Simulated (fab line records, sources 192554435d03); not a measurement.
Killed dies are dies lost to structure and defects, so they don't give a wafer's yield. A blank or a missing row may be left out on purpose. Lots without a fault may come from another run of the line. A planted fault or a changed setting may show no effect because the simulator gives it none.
Which tool did it? | flow n5_finfet | 12 lots, 36 wafers sampled, at 5 steps of a route of 1938

WHAT THE GAUGES READ, wafer by wafer
N5_BEOL_M15_CD_MEAS_10: target cd 360 nm.
lot  | measured     | on        | cd_nm (nm)
L076 | day 11 14:05 | cd_sem-02 | 362.2 359.7 359.6
L077 | day 12 05:02 | cd_sem-03 | 357.6 356.8 361.3
L079 | day 13 12:59 | cd_sem-03 | 358.4 357.5 360.9
L082 | day 13 19:17 | cd_sem-03 | 362.7 360.2 362.4
L080 | day 14 01:31 | cd_sem-02 | 363.1 363.3 362.2
L085 | day 14 13:04 | cd_sem-03 | 357.9 359.3 358.8
L087 | day 14 16:06 | cd_sem-01 | 359.2 361.8 360.2
L090 | day 15 08:20 | cd_sem-02 | 362.3 362.6 358.1
L092 | day 16 02:37 | cd_sem-01 | 362.4 362.3 364.0
L095 | day 16 16:14 | cd_sem-02 | 357.3 358.2 362.3
L094 | day 17 00:02 | cd_sem-01 | 361.4 361.3 362.5
L096 | day 17 16:21 | cd_sem-02 | 359.2 358.3 356.8

WHICH TOOL RAN EACH LOT (tool, then ch and the chambers of the sampled wafers, then the start)
lot  | N5_BEOL_M14_ETCH_67                | N5_BEOL_M14_DEGAS_41         | N5_BEOL_M14_PRE_CLEAN_42     | N5_BEOL_M14_ANNEAL_48
L076 | rie_diel-03 ch 0,1,2, day 11 09:16 | pvd_sputter-01, day 11 12:04 | pvd_sputter-01, day 11 12:07 | rtp_anneal-01 ch 0, day 11 12:37
L077 | rie_diel-02 ch 1,3, day 12 00:08   | pvd_sputter-01, day 12 02:37 | pvd_sputter-01, day 12 02:40 | rtp_anneal-02 ch 0, day 12 03:37
L079 | rie_diel-02 ch 1,2,3, day 13 04:58 | pvd_sputter-01, day 13 10:58 | pvd_sputter-01, day 13 11:01 | rtp_anneal-01 ch 0, day 13 11:34
L082 | rie_diel-03 ch 1,3, day 13 09:16   | pvd_sputter-01, day 13 17:17 | pvd_sputter-01, day 13 17:19 | rtp_anneal-02 ch 0, day 13 17:50
L080 | rie_diel-03 ch 1,2, day 13 20:09   | pvd_sputter-02, day 13 22:43 | pvd_sputter-02, day 13 22:46 | rtp_anneal-01 ch 0, day 14 00:04
L085 | rie_diel-02 ch 1,2, day 14 05:20   | pvd_sputter-01, day 14 11:04 | pvd_sputter-01, day 14 11:07 | rtp_anneal-02 ch 0, day 14 11:37
L087 | rie_diel-02 ch 2,3, day 14 11:11   | pvd_sputter-03, day 14 13:55 | pvd_sputter-03, day 14 13:58 | rtp_anneal-01 ch 0, day 14 14:41
L090 | rie_diel-01 ch 0,1,3, day 15 05:13 | pvd_sputter-01, day 15 06:19 | pvd_sputter-01, day 15 06:22 | rtp_anneal-02 ch 0, day 15 06:52
L092 | rie_diel-03 ch 0,1,3, day 15 22:26 | pvd_sputter-02, day 16 00:26 | pvd_sputter-02, day 16 00:29 | rtp_anneal-02 ch 0, day 16 01:17
L095 | rie_diel-01 ch 2,3, day 16 13:13   | pvd_sputter-02, day 16 14:13 | pvd_sputter-02, day 16 14:16 | rtp_anneal-02 ch 0, day 16 14:52
L094 | rie_diel-02 ch 0,2,3, day 16 18:21 | pvd_sputter-01, day 16 21:53 | pvd_sputter-01, day 16 21:55 | rtp_anneal-02 ch 0, day 16 22:43
L096 | rie_diel-03 ch 1,2, day 17 13:14   | pvd_sputter-02, day 17 14:28 | pvd_sputter-02, day 17 14:31 | rtp_anneal-02 ch 0, day 17 15:01
- N5_BEOL_M14_ETCH_67: etches SiARC in CF4, target depth 143 nm, time 238.3 s.
- N5_BEOL_M14_DEGAS_41: time 60 s.
- N5_BEOL_M14_PRE_CLEAN_42: time 30 s.
- N5_BEOL_M14_ANNEAL_48: time 90 s.

THE ANSWER, worked out from the rows above alone
Rule: what is usual is taken from the lots themselves. Put in order of their means at a reading, lots are off if they are a third of the lots or fewer, leave a main group of 4 or more, and stand apart from it by a gap of 3 or more times the standard deviation of the main group's means; of several such gaps the widest counts. A main group whose means are all the same, to the digits that the tables above print for the reading, isn't used. A lot without any number at a reading at which 4 lots or more have one is off too. The other lots that the step has rows for count as sound.
No lot is off at any reading shown: from this, nothing can be told.

WHAT THE SIMULATOR HAD PUT IN
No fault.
